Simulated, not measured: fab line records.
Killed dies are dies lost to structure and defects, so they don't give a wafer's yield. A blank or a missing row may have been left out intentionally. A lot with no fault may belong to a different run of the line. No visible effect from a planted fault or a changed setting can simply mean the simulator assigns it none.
Which of the tools did it?	flow n5Finfet	8 lots with 22 wafers sampled at 8 steps, on a route of 1938 steps

## WHAT THE GAUGES SHOWED, per wafer
N5_BEOL_M2_OCD_MEAS_38.
lot	measured	on	trenchDepthNm (nm)
L224	day 7 03:31	ocd-02	56.3 55.9 56.3
L225	day 7 19:37	ocd-02	55.3 56.2 55.5
L227	day 7 23:01	ocd-01	55.9 55.2 56.3
L231	day 9 12:02	ocd-01	56.5 48.0
L236	day 10 08:32	ocd-02	56.5 47.4
L237	day 10 13:08	ocd-01	55.8 55.0 55.0
L242	day 12 14:16	ocd-01	54.6 55.6 55.6
L243	day 12 20:08	ocd-02	55.2 54.9 55.5

N5_BEOL_M2_CD_MEAS_35: target cd 18 nm, target cd y 22.2 nm.
lot	measured	on	cdNm (nm)
L224	day 7 03:40	cdSem-01	18.0 17.8 17.4
L225	day 7 19:50	cdSem-01	18.3 18.1 18.2
L227	day 7 23:10	cdSem-02	18.0 17.9 18.0
L231	day 9 12:11	cdSem-02	18.4 17.8
L236	day 10 08:47	cdSem-01	18.0 17.6
L237	day 10 13:18	cdSem-02	18.1 18.6 17.9
L242	day 12 14:25	cdSem-02	17.3 17.9 17.9
L243	day 12 20:17	cdSem-03	17.8 17.8 18.1

N5_BEOL_M2_THK_MEAS_53: measures by xrf.
lot	measured	on	M2_THK (nm)
L224	day 7 07:10	filmMetro-01	38.3 38.1 38.2
L225	day 7 23:55	filmMetro-02	38.4 39.1 38.8
L227	day 8 02:50	filmMetro-01	38.3 37.8 38.8
L231	day 9 15:50	filmMetro-02	39.7 30.7
L236	day 10 12:48	filmMetro-02	41.1 32.5
L237	day 10 18:39	filmMetro-02	39.7 39.2 39.4
L242	day 12 17:56	filmMetro-02	36.8 36.9 37.5
L243	day 12 23:41	filmMetro-02	39.2 37.9 40.4

N5_BEOL_M2_RS_MEAS_58: measurement is done with a four-point probe.
lot	measured	on	M2_RS (ohm/sq)
L224	day 7 07:25	filmMetro-02	0.688 0.692 0.694
L225	day 8 00:30	filmMetro-01	0.691 0.674 0.682
L227	day 8 03:06	filmMetro-01	0.688 0.699 0.678
L231	day 9 16:05	filmMetro-02	0.667 0.936
L236	day 10 13:04	filmMetro-02	0.645 0.880
L237	day 10 18:55	filmMetro-02	0.663 0.669 0.671
L242	day 12 18:11	filmMetro-02	0.731 0.733 0.714
L243	day 12 23:56	filmMetro-01	0.671 0.700 0.645

N5_BEOL_M4_RC_MEAS_101.
lot	measured	on	DIBL_N (mV/V)	DIBL_P (mV/V)	IOFF_N (nA/um)	IOFF_P (nA/um)	ION_N (uA/um)	ION_P (uA/um)	SERP_M2 (ohm/um)	SERP_M2_max_site (ohm/um)	SS_N (mV/dec)	SS_P (mV/dec)	VT_N (mV)	VT_P (mV)
L224	day 8 06:26	prober-02	35.5 35.4 37.9	36.6 36.2 39.3	0.160 0.146 0.207	0.20 0.18 0.24	675 661 679	456 450 463	203 208 199	210 216 234	71.5 71.3 71.7	73.7 73.5 75.0	248.2 250.2 244.5	-252 -257 -249
L225	day 8 21:00	prober-02	37.3 35.2 36.6	39.6 37.1 38.4	0.204 0.160 0.183	0.26 0.22 0.24	698 669 676	473 459 461	194 191 185	206 221 215	72.3 71.4 71.8	73.9 73.7 73.5	245.0 249.5 247.5	-250 -248 -250
L227	day 8 23:57	prober-01	36.8 38.0 37.1	35.8 36.4 36.3	0.182 0.195 0.185	0.28 0.28 0.29	676 683 681	470 467 471	208 203 200	221 217 215	71.2 72.1 71.8	73.6 74.5 73.5	250.4 247.6 247.4	-245 -242 -243
L231	day 10 09:59	prober-02	35.2 36.3	35.4 35.8	0.147 0.161	0.20 0.21	665 685	464 472	203 267	229 303	71.7 71.1	72.7 74.1	250.9 248.0	-251 -251
L236	day 11 12:38	prober-02	37.7 35.5	36.7 34.2	0.170 0.130	0.20 0.16	672 667	455 460	186 252	206 266	71.7 70.6	74.1 73.1	250.4 253.5	-252 -256
L237	day 11 15:52	prober-01	36.6 37.2 35.9	34.7 35.6 34.3	0.131 0.152 0.130	0.19 0.19 0.17	657 670 664	461 458 460	192 190 193	222 213 206	71.2 71.5 71.3	73.2 73.2 73.3	252.3 250.9 251.3	-251 -251 -252
L242	day 13 12:59	prober-02	37.2 35.7 36.0	36.8 34.9 34.9	0.152 0.127 0.134	0.20 0.18 0.18	674 669 681	464 462 464	220 209 209	230 221 221	71.7 71.3 71.2	72.6 72.5 72.6	251.9 253.1 253.8	-254 -254 -255
L243	day 14 02:38	prober-02	37.1 36.2 36.1	37.7 36.1 36.2	0.179 0.154 0.154	0.23 0.20 0.20	668 657 670	464 455 460	195 202 195	210 230 200	71.8 71.2 71.6	74.1 73.4 73.5	247.6 252.0 250.1	-249 -253 -253

## WHAT TOOL EACH LOT RAN ON (gives the tool, then ch and the chambers of the sampled wafers, and finally the start)
lot	N5_BEOL_M2_STRIP_36	N5_BEOL_M2_TRENCH_ETCH_37	N5_BEOL_M2_ANNEAL_49
L224	rieDiel-02 ch 0,1,3, day 7 03:19	rieDiel-02 ch 0,1,3, day 7 03:22	pvdSputter-03, day 7 04:41
L225	rieDiel-01 ch 1,2, day 7 19:26	rieDiel-01 ch 1,2, day 7 19:28	pvdSputter-03, day 7 21:27
L227	rieDiel-01 ch 1,2, day 7 22:49	rieDiel-01 ch 1,2, day 7 22:52	pvdSputter-03, day 8 00:22
L231	rieDiel-01 ch 1,3, day 9 11:50	rieDiel-01 ch 1,3, day 9 11:53	pvdSputter-02, day 9 13:21
L236	rieDiel-01 ch 0,1, day 10 08:20	rieDiel-01 ch 0,1, day 10 08:22	pvdSputter-03, day 10 10:19
L237	rieDiel-03 ch 0,2, day 10 12:56	rieDiel-03 ch 0,2, day 10 12:59	pvdSputter-01, day 10 16:11
L242	rieDiel-03 ch 0,2, day 12 14:04	rieDiel-03 ch 0,2, day 12 14:07	pvdSputter-03, day 12 15:28
L243	rieDiel-02 ch 0,2,3, day 12 19:56	rieDiel-02 ch 0,2,3, day 12 19:59	pvdSputter-01, day 12 21:13
- N5_BEOL_M2_STRIP_36: strips in N2/H2.
- N5_BEOL_M2_TRENCH_ETCH_37: etches SiOC in C4F6/O2, target depth 55.555 nm, time 29.2 s.
- N5_BEOL_M2_ANNEAL_49: time 240 s.

## WHAT THE TOOLS THEMSELVES READ (means of the sampled wafers that have a number; where no wafer has one, the mark that the record gives instead)
N5_BEOL_M2_STRIP_36.
lot	tool	drypumpMotorCurrentA (A)	n2FlowSccm (sccm)	oesProductAu (a.u.)	rfVppV (V)	showerheadPlenumPTorr (Torr)	throttleValvePct (%)
L224	rieDiel-02	5.4	200.2	0.77	60.2	2.51	23.51
L225	rieDiel-01	5.7	199.3	0.81	57.7	2.51	23.42
L227	rieDiel-01	5.8	199.7	0.86	58.5	2.50	23.49
L231	rieDiel-01	6.1	200.1	0.86	59.2	2.58	23.47
L236	rieDiel-01	6.1	200.2	0.89	60.0	2.53	23.34
L237	rieDiel-03	6.3	200.4	0.84	59.6	2.46	23.23
L242	rieDiel-03	6.3	200.1	0.82	60.1	2.45	23.25
L243	rieDiel-02	5.6	200.2	0.81	57.9	2.55	23.56

N5_BEOL_M2_TRENCH_ETCH_37.
lot	tool	drypumpMotorCurrentA (A)	oesProductAu (a.u.)	rfVppV (V)	showerheadPlenumPTorr (Torr)	throttleValvePct (%)
L224	rieDiel-02	5.4	0.77	665	2.83	20.72
L225	rieDiel-01	5.7	0.80	652	2.82	20.57
L227	rieDiel-01	5.8	0.85	654	2.80	20.61
L231	rieDiel-01	6.1	0.82	662	2.88	20.59
L236	rieDiel-01	6.1	0.85	657	2.84	20.48
L237	rieDiel-03	6.3	0.85	670	2.76	20.48
L242	rieDiel-03	6.3	0.82	670	2.75	20.49
L243	rieDiel-02	5.7	0.79	664	2.87	20.86

N5_BEOL_M2_ANNEAL_49.
lot	tool	heaterPowerW (W)
L224	pvdSputter-03	773
L225	pvdSputter-03	879
L227	pvdSputter-03	779
L231	pvdSputter-02	828
L236	pvdSputter-03	816
L237	pvdSputter-01	755
L242	pvdSputter-03	835
L243	pvdSputter-01	806

## THE ANSWER, worked out from the rows above alone
Rule: the usual values come from the lots themselves. Put in order of their means at a reading, lots are off if they are a third of the lots or fewer, leave a main group of 4 or more, and stand apart from it by a gap of 3 or more times the standard deviation of the main group's means; of several such gaps the widest counts. A main group whose means are all the same, to the digits that the tables above print for the reading, isn't used. Also off: a lot with no number at a reading for which 4 or more lots have one. Any other lot the step has rows for is counted as sound. After the gauges, taken in route order, come the tools' own readings; for these a lot's mean is taken, as printed above. At the first step where some lot is off, the reading lying furthest off is the one used; lots without a number count as furthest.
Off at N5_BEOL_M2_OCD_MEAS_38 (trenchDepthNm): L231, L236. Mean 55.6 nm and standard deviation 0.35 in the main group.
A tool fits if, at a process step before that reading, it ran every lot that is off, and no sound lot after the first of them. Those tools and the gauges at N5_BEOL_M2_OCD_MEAS_38 are tried in the same way. One candidate fits, namely rieDiel-01 at N5_BEOL_M2_STRIP_36 and N5_BEOL_M2_TRENCH_ETCH_37. At N5_BEOL_M2_STRIP_36 its last sound lot is L227 (day 7 22:49), its first lot that is off L231 (day 9 11:50): a fault that began between those two fits.

## WHAT HAD BEEN PUT IN BY THE SIMULATOR
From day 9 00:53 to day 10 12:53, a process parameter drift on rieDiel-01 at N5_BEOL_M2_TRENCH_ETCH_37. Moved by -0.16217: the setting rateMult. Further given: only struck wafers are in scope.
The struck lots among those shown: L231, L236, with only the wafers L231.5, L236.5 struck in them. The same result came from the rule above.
